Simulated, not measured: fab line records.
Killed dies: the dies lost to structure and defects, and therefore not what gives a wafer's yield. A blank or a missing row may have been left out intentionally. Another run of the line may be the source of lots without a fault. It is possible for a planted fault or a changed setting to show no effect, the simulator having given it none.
Which tool was responsible? | flow n5-finfet | 72 wafers from 24 lots sampled at 2 of the route's 1938 steps

== WHAT EACH GAUGE READ, for each wafer ==
N5_BEOL_M4_INSPECT_13: inspects for defects (brightfield).
lot  | measured     | on                | raw-defect-count
L075 | day 7 06:23  | defect-inspect-01 | 471 485 463
L074 | day 7 06:29  | defect-inspect-02 | 288 250 286
L076 | day 7 13:01  | defect-inspect-01 | 323 380 337
L077 | day 8 01:31  | defect-inspect-01 | 563 435 458
L078 | day 8 11:26  | defect-inspect-01 | 317 551 597
L079 | day 8 13:30  | defect-inspect-02 | 426 455 330
L080 | day 8 15:10  | defect-inspect-02 | 452 409 456
L081 | day 9 04:11  | defect-inspect-01 | 290 504 478
L083 | day 9 05:43  | defect-inspect-01 | 324 316 461
L082 | day 9 08:47  | defect-inspect-01 | 467 419 455
L084 | day 9 09:19  | defect-inspect-01 | 365 428 534
L085 | day 9 21:08  | defect-inspect-02 | 372 410 584
L086 | day 10 06:16 | defect-inspect-01 | 266 477 266
L087 | day 10 12:19 | defect-inspect-02 | 362 520 508
L090 | day 10 21:36 | defect-inspect-02 | 332 256 380
L088 | day 10 22:40 | defect-inspect-02 | 384 493 451
L091 | day 11 04:59 | defect-inspect-01 | 414 346 447
L089 | day 11 10:25 | defect-inspect-01 | 512 450 435
L092 | day 11 13:01 | defect-inspect-02 | 459 462 547
L093 | day 11 20:34 | defect-inspect-02 | 341 329 401
L094 | day 12 01:41 | defect-inspect-01 | 325 362 465
L095 | day 12 08:43 | defect-inspect-01 | 348 439 554
L096 | day 13 00:10 | defect-inspect-01 | 287 465 464
L097 | day 13 01:17 | defect-inspect-01 | 440 479 453

N5_BEOL_M4_INSPECT_30: inspects for defects (brightfield).
lot  | measured     | on                | raw-defect-count
L075 | day 7 07:29  | defect-inspect-01 | 481 506 475
L074 | day 7 07:42  | defect-inspect-01 | 288 227 282
L076 | day 7 14:24  | defect-inspect-01 | 299 387 315
L077 | day 8 02:31  | defect-inspect-02 | 590 446 475
L078 | day 8 12:26  | defect-inspect-01 | 304 518 603
L079 | day 8 14:22  | defect-inspect-02 | 419 438 327
L080 | day 8 16:25  | defect-inspect-01 | 433 408 424
L081 | day 9 05:10  | defect-inspect-02 | 290 563 495
L083 | day 9 06:59  | defect-inspect-02 | 322 301 437
L082 | day 9 09:42  | defect-inspect-01 | 459 433 430
L084 | day 9 10:13  | defect-inspect-01 | 386 432 537
L085 | day 9 22:19  | defect-inspect-01 | 350 398 591
L086 | day 10 07:16 | defect-inspect-01 | 267 471 282
L087 | day 10 13:47 | defect-inspect-01 | 353 507 488
L090 | day 10 22:52 | defect-inspect-02 | 353 293 375
L088 | day 10 23:53 | defect-inspect-01 | 395 469 430
L091 | day 11 05:52 | defect-inspect-02 | 375 367 448
L089 | day 11 11:20 | defect-inspect-02 | 502 475 464
L092 | day 11 14:46 | defect-inspect-02 | 448 494 542
L093 | day 11 21:48 | defect-inspect-02 | 339 345 400
L094 | day 12 02:34 | defect-inspect-02 | 363 389 535
L095 | day 12 09:45 | defect-inspect-01 | 358 454 584
L096 | day 13 01:10 | defect-inspect-01 | 320 450 489
L097 | day 13 02:17 | defect-inspect-02 | 476 496 455

== TOOL THAT RAN EACH LOT (tool first, then ch and the chambers of the sampled wafers, then the start) ==
Record: no process step prior to these readings.

== WHAT THE TOOLS THEMSELVES READ (means of the sampled wafers that have a number; where no wafer has one, the mark that the record gives instead) ==
The record holds no such reading with a usual standard deviation.

== THE ANSWER, worked out from the rows above alone ==
Rule: usual is defined by the lots themselves. The widest of any qualifying gaps counts: lots, ordered by their means at a reading, are off when they make up no more than a third of the lots, leave a main group of 4 or more, and stand apart from it by 3 or more times the standard deviation of that group's means. The tables above print the reading to a certain number of digits; a main group whose means all agree to those digits is not used. Also off: a lot with no number at a reading for which 4 or more lots have one. The other lots that the step has rows for count as sound. After the gauges, taken in route order, come the tools' own readings; for these a lot's mean is taken, as printed above. At the first step where some lot is off, the reading lying furthest off is the one used; lots without a number count as furthest.
Nothing can be told from this: no lot is off at any reading shown.

== WHAT HAD BEEN PUT IN BY THE SIMULATOR ==
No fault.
